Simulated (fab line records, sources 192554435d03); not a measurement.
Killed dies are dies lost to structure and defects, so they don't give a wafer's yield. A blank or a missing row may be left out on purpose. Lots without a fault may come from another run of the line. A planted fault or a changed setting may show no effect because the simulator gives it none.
Problem report in the 8D (eight disciplines) form, filled by code | flow n5_finfet | the parts of the form that need people (team, actions taken, sign-off) are left out

1. THE PROBLEM
raw_defect_count at N5_BEOL_M0_INSPECT_127 reads a mean of 3510 on 4 wafers of 3 lots; wafers without a fault read 69 with a standard deviation of 23. That is +99 or more standard deviations from the usual mean.
The step: inspects for defects (darkfield).
First seen on wafer L520.4, day 7 19:44, on defect_inspect-01. The record holds 28 wafers of 10 lots with a number at this step. Rule for "out", or "out of limits": more than 4 standard deviations from the usual mean. The other wafers with a number count as sound.

2. WHAT IT IS AND WHAT IT IS NOT
question                    | is                             | is not
which readings at this step | raw_defect_count               | -
which lots                  | L520, L521, L522               | L518, L530, L531, L532, L533, L535, L536
which wafers of those lots  | L520.4, L521.5, L522.4, L522.5 | L520.3, L520.6, L521.1
read on which gauges        | defect_inspect-01              | defect_inspect-02
when                        | from day 7 19:44               | up to then (5 sound wafers); but 19 sound wafers of L521, L530, L531, L532, L533, L535, L536 came after

3. SUSPECTS, AND WHAT RULES EACH OUT
Counting: a tool at a process step up to the reading stays a suspect if it ran every lot that is out. Sound lots after the first of them don't rule it out here, since some wafers of a struck lot are sound.
- the gauge at N5_BEOL_M0_INSPECT_127: ruled out. All the wafers that are out were read on defect_inspect-01, but those of them that N5_BEOL_M0_CMP_120 has rows for are out there too, on other tools.
- cmp-01 at N5_BEOL_M0_CMP_120 (polishes, stops on SiOC, t overpolish 6.9 s): kept. It ran every lot that is out, first L520 (day 7 19:14); its last sound lot up to then is L518 (day 7 12:14). Its own readings are out on those wafers: barrier_field_endpoint_s, time_to_endpoint_s.
Left after counting: cmp-01 at N5_BEOL_M0_CMP_120.

4. THE CAUSE (what the simulator had put in)
Process parameter drift: cmp-01, from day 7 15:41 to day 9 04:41, at N5_BEOL_M0_CMP_120. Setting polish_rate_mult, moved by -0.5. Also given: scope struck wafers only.
Counting left only this tool.

5. THE CHAIN OF EFFECTS, in route order
Each row: a reading whose mean over the struck wafers that have a number lies more than 3 standard deviations from the usual. Only readings for which the record gives a usual standard deviation are gone through. hours: the time from each lot's start at the first step in this table that gives one to its start at this step, as a median over the lots. sigmas: the change in usual standard deviations.
hours | step                    | reading                  | usual  | on struck wafers | change | sigmas
0     | N5_BEOL_M0_CMP_120      | barrier_field_endpoint_s | 3.60 s | 7.25             | +3.65  | +37
0     | N5_BEOL_M0_CMP_120      | time_to_endpoint_s       | 61.7 s | 81.6             | +19.9  | +7.1
1     | N5_BEOL_M0_INSPECT_127  | raw_defect_count         | 69     | 3510             | +3440  | +99 or more
148   | N5_PASSIVATION_PROBE_49 | defect_limited_yield     | 91.2 % | 0.0              | -91.2  | -65
148   | N5_PASSIVATION_PROBE_49 | killed_at_M0_to_M3       | 35     | 1124             | +1088  | +99
148   | N5_PASSIVATION_PROBE_49 | killed_dies              | 103    | 1180             | +1077  | +63
148   | N5_PASSIVATION_PROBE_49 | killed_on_rim            | 14     | 152              | +138   | +31
148   | N5_PASSIVATION_PROBE_49 | sort_n_pass              | 1077   | 0                | -1077  | -63
148   | N5_PASSIVATION_PROBE_49 | sort_yield_pct           | 91.2 % | 0.0              | -91.2  | -65
The process steps in it:
- N5_BEOL_M0_CMP_120: polishes, stops on SiOC, t overpolish 6.9 s.
- N5_PASSIVATION_PROBE_49

6. WHAT WOULD HAVE CAUGHT IT SOONER
In this record the first reading out of limits at a measuring or inspecting step was taken at day 7 19:44, 4 hours after the fault began at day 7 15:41.
The tool's own readings at N5_BEOL_M0_CMP_120 were out on every struck wafer that the step has a row for (barrier_field_endpoint_s, time_to_endpoint_s): an alarm limit on them would have fired on the first of those.
Of the lots that are out (3), L521, L522 began N5_BEOL_M0_CMP_120 on cmp-01 after day 7 19:44. A hold on the tool at that time would have spared those 2.
